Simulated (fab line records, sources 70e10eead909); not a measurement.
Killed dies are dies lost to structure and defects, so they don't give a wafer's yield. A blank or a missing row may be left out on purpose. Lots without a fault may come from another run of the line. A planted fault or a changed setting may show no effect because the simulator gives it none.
Chamber matching | flow nand_harc | NHARC_THIN_TSV_ETCH_44 on rie_diel-05: 4 sister chambers
The step etches the open film in CF4/O2, target depth 1594.2 nm, time 797.1 s. 8 wafers are shown with their chamber, then 7 later ones without.

WAFERS WITH THEIR CHAMBER
wafer  | chamber | showerhead_plenum_p_Torr (Torr) | drypump_motor_current_A (A)
L980.4 | 3       | 1.75                            | 5.7
L982.2 | 1       | 1.84                            | 6.8
L982.4 | 0       | 1.96                            | 6.0
L983.1 | 0       | 1.95                            | 6.1
L983.3 | 2       | 1.73                            | 6.1
L983.5 | 2       | 1.73                            | 6.1
L985.2 | 3       | 1.74                            | 5.8
L985.3 | 1       | 1.84                            | 6.7

WAFERS WITHOUT THEIR CHAMBER
wafer  | showerhead_plenum_p_Torr (Torr) | drypump_motor_current_A (A)
L985.6 | 1.73                            | 6.1
L988.1 | 1.95                            | 6.1
L988.5 | 1.84                            | 6.8
L988.6 | 1.95                            | 6.1
L990.1 | 1.84                            | 6.8
L990.5 | 1.84                            | 6.8
L990.6 | 1.73                            | 6.1

WHICH CHAMBER EACH WENT THROUGH
wafer  | from the rows above | in truth
L985.6 | 2                   | 2
L988.1 | 0                   | 0
L988.5 | 1                   | 1
L988.6 | 0                   | 0
L990.1 | 1                   | 1
L990.5 | 1                   | 1
L990.6 | 2                   | 2
Placed correctly: 7 of 7. Can't be placed from these rows: 0. Placed wrongly: 0.
How it was worked out, from the rows above alone: a wafer's distance from a chamber is the root of the sum, over the readings, of the square of ((its reading less the chamber's mean) divided by the reading's scatter). The wafer belongs to the nearest chamber; if the next one is less than 2 further off, it can't be placed. A chamber's mean is the mean of its shown wafers. The scatter: the root of (the sum of the squares of (reading less its chamber's mean) over the shown wafers, divided by (wafers less chambers)).
